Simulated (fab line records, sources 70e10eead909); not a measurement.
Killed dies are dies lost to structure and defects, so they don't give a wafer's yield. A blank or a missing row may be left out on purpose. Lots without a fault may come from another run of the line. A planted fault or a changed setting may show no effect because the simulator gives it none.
Which tool did it? | flow nand_harc | 15 lots, 45 wafers sampled, at 4 steps of a route of 1159

WHAT THE GAUGES READ, wafer by wafer
NHARC_P_M0_INSPECT_11.
lot  | measured     | on                | raw_defect_count
L627 | day 5 20:17  | defect_inspect-01 | 8 3 6
L629 | day 6 14:14  | defect_inspect-01 | 6 4 8
L633 | day 7 09:55  | defect_inspect-02 | 2 2 0
L636 | day 8 02:05  | defect_inspect-02 | 3 1 2
L634 | day 8 03:04  | defect_inspect-01 | 2 3 8
L635 | day 8 08:15  | defect_inspect-02 | 7 7 6
L638 | day 8 13:13  | defect_inspect-02 | 1 0 6
L637 | day 8 13:34  | defect_inspect-01 | 6 10 10
L639 | day 9 07:32  | defect_inspect-02 | 6 2 2
L642 | day 9 21:29  | defect_inspect-02 | 1 1 6
L643 | day 9 22:34  | defect_inspect-01 | 0 2 2
L645 | day 10 04:04 | defect_inspect-01 | 7 6 2
L644 | day 10 06:24 | defect_inspect-01 | 5 4 2
L646 | day 10 11:43 | defect_inspect-01 | 3 6 0
L647 | day 10 23:56 | defect_inspect-01 | 1 1 4

NHARC_P_M1_OVL_MEAS_10: pitch 260 nm.
lot  | measured     | on         | overlay_x_nm (nm) | overlay_y_nm (nm)
L627 | day 6 00:23  | overlay-01 | 0.5 0.4 0.9       | -1.9 -1.0 -1.8
L629 | day 6 18:18  | overlay-01 | 0.2 0.5 0.0       | 0.7 0.4 0.6
L633 | day 7 13:57  | overlay-02 | -1.0 -0.7 -0.7    | -0.1 -0.4 -0.7
L636 | day 8 06:08  | overlay-02 | -0.4 -0.2 -0.3    | 0.2 0.0 0.1
L634 | day 8 07:07  | overlay-01 | 0.2 0.3 0.4       | -0.3 -0.3 -0.2
L635 | day 8 12:19  | overlay-02 | -0.5 -0.6 -1.1    | 0.0 0.3 -0.4
L638 | day 8 17:28  | overlay-02 | -0.1 -0.3 -0.4    | -0.8 -0.4 -1.1
L637 | day 8 17:49  | overlay-01 | 0.5 0.3 0.4       | 0.1 1.1 0.5
L639 | day 9 12:15  | overlay-02 | 0.3 0.1 0.2       | -0.1 -0.3 0.0
L642 | day 10 01:40 | overlay-01 | -0.2 0.1 -0.3     | 0.2 0.4 0.4
L643 | day 10 02:53 | overlay-02 | 1.5 1.2 1.5       | -0.8 -0.8 -0.8
L645 | day 10 08:39 | overlay-02 | -0.3 -0.7 -0.4    | -0.9 -0.5 -0.9
L644 | day 10 10:49 | overlay-01 | -0.2 -0.2 -0.8    | 0.2 0.0 0.4
L646 | day 10 15:54 | overlay-02 | 0.9 0.7 0.6       | -1.0 -0.7 -0.8
L647 | day 11 04:08 | overlay-01 | 1.6 1.0 0.6       | -1.0 -0.8 -0.9

WHICH TOOL RAN EACH LOT (tool, then ch and the chambers of the sampled wafers, then the start)
lot  | NHARC_P_M0_PVD_21                       | NHARC_P_M1_SOFTBAKE_04
L627 | pvd_sputter-03, day 5 23:00 or earlier  | litho_track-04 ch 0, day 5 23:00
L629 | pvd_sputter-02, day 6 17:00 or earlier  | litho_track-01 ch 0, day 6 17:00
L633 | pvd_sputter-01, day 7 13:00 or earlier  | litho_track-01 ch 0, day 7 13:00
L636 | pvd_sputter-03, day 8 05:00 or earlier  | litho_track-01 ch 0, day 8 05:00
L634 | pvd_sputter-01, day 8 06:00 or earlier  | litho_track-01 ch 0, day 8 06:00
L635 | pvd_sputter-03, day 8 11:00 or earlier  | litho_track-01 ch 0, day 8 11:00
L638 | pvd_sputter-01, day 8 16:00 or earlier  | litho_track-01 ch 0, day 8 16:00
L637 | pvd_sputter-03, day 8 17:00 or earlier  | litho_track-01 ch 0, day 8 17:00
L639 | pvd_sputter-02, day 9 11:00 or earlier  | litho_track-04 ch 0, day 9 11:00
L642 | pvd_sputter-03, day 10 01:00 or earlier | litho_track-06 ch 0, day 10 01:00
L643 | pvd_sputter-01, day 10 02:00 or earlier | litho_track-04 ch 0, day 10 02:00
L645 | pvd_sputter-03, day 10 08:00 or earlier | litho_track-04 ch 0, day 10 08:00
L644 | pvd_sputter-01, day 10 10:00 or earlier | litho_track-04 ch 0, day 10 10:00
L646 | pvd_sputter-02, day 10 15:00 or earlier | litho_track-04 ch 0, day 10 15:00
L647 | pvd_sputter-02, day 11 03:00 or earlier | litho_track-04 ch 0, day 11 03:00
- NHARC_P_M0_PVD_21: deposits Cu, target thk 30 nm, time 20.49 s.
- NHARC_P_M1_SOFTBAKE_04: time 55 s.

WHAT THE TOOLS THEMSELVES READ (means of the sampled wafers that have a number; where no wafer has one, the mark that the record gives instead)
NHARC_P_M0_PVD_21.
lot  | tool           | throttle_valve_pct (%)
L627 | pvd_sputter-03 | 31.0
L629 | pvd_sputter-02 | 29.9
L633 | pvd_sputter-01 | 30.2
L636 | pvd_sputter-03 | 30.5
L634 | pvd_sputter-01 | 29.3
L635 | pvd_sputter-03 | 30.6
L638 | pvd_sputter-01 | 30.8
L637 | pvd_sputter-03 | 30.5
L639 | pvd_sputter-02 | 30.9
L642 | pvd_sputter-03 | 30.3
L643 | pvd_sputter-01 | 30.6
L645 | pvd_sputter-03 | 31.3
L644 | pvd_sputter-01 | 29.9
L646 | pvd_sputter-02 | 30.1
L647 | pvd_sputter-02 | 30.7

NHARC_P_M1_SOFTBAKE_04.
lot  | tool           | heater_power_total_W (W) | resist_line_temp_C (C)
L627 | litho_track-04 | 188.45                   | 23.18
L629 | litho_track-01 | 188.43                   | 22.88
L633 | litho_track-01 | 188.35                   | 23.06
L636 | litho_track-01 | 188.43                   | 23.01
L634 | litho_track-01 | 188.60                   | 23.05
L635 | litho_track-01 | 179.85                   | 23.14
L638 | litho_track-01 | 180.01                   | 23.04
L637 | litho_track-01 | 179.91                   | 23.03
L639 | litho_track-04 | 188.54                   | 22.76
L642 | litho_track-06 | 188.61                   | 22.92
L643 | litho_track-04 | 188.47                   | 22.93
L645 | litho_track-04 | 188.68                   | 23.04
L644 | litho_track-04 | 188.41                   | 22.92
L646 | litho_track-04 | 188.46                   | 22.95
L647 | litho_track-04 | 188.48                   | 22.99

THE ANSWER, worked out from the rows above alone
Rule: what is usual is taken from the lots themselves. Put in order of their means at a reading, lots are off if they are a third of the lots or fewer, leave a main group of 4 or more, and stand apart from it by a gap of 3 or more times the standard deviation of the main group's means; of several such gaps the widest counts. A main group whose means are all the same, to the digits that the tables above print for the reading, isn't used. A lot without any number at a reading at which 4 lots or more have one is off too. The other lots that the step has rows for count as sound. The gauges are gone through in route order, then the tools' own readings, and for those a lot's mean is taken as printed above. The first step at which some lot is off is used, and at that step the reading that is off furthest; a lot without a number counts as furthest.
Off: L635, L638, L637, at NHARC_P_M1_SOFTBAKE_04 (heater_power_total_W). The main group: mean 188.49 W, standard deviation 0.092.
A tool fits if, at that step or a process step before it, it ran every lot that is off, and no sound lot after the first of them. NHARC_P_M0_PVD_21 gives no start for some lots, so the hours and the order of its lots are those of NHARC_P_M1_SOFTBAKE_04. One fits: litho_track-01 at NHARC_P_M1_SOFTBAKE_04. Its last sound lot is L634 (day 8 06:00), its first lot that is off L635 (day 8 11:00): a fault that began between those two fits.
The tool's own readings at NHARC_P_M1_SOFTBAKE_04 bear it out: on the lots that are off they differ by more than 5 times the standard deviation of the sound lots' means. heater_power_total_W reads 179.92 W there against 188.49 W on the sound lots.

WHAT THE SIMULATOR HAD PUT IN
Process parameter drift: litho_track-01, from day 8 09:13 on, at NHARC_P_M1_SOFTBAKE_04. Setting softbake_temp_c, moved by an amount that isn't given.
Lots struck among those shown: L635, L638, L637. The rule above found the same.
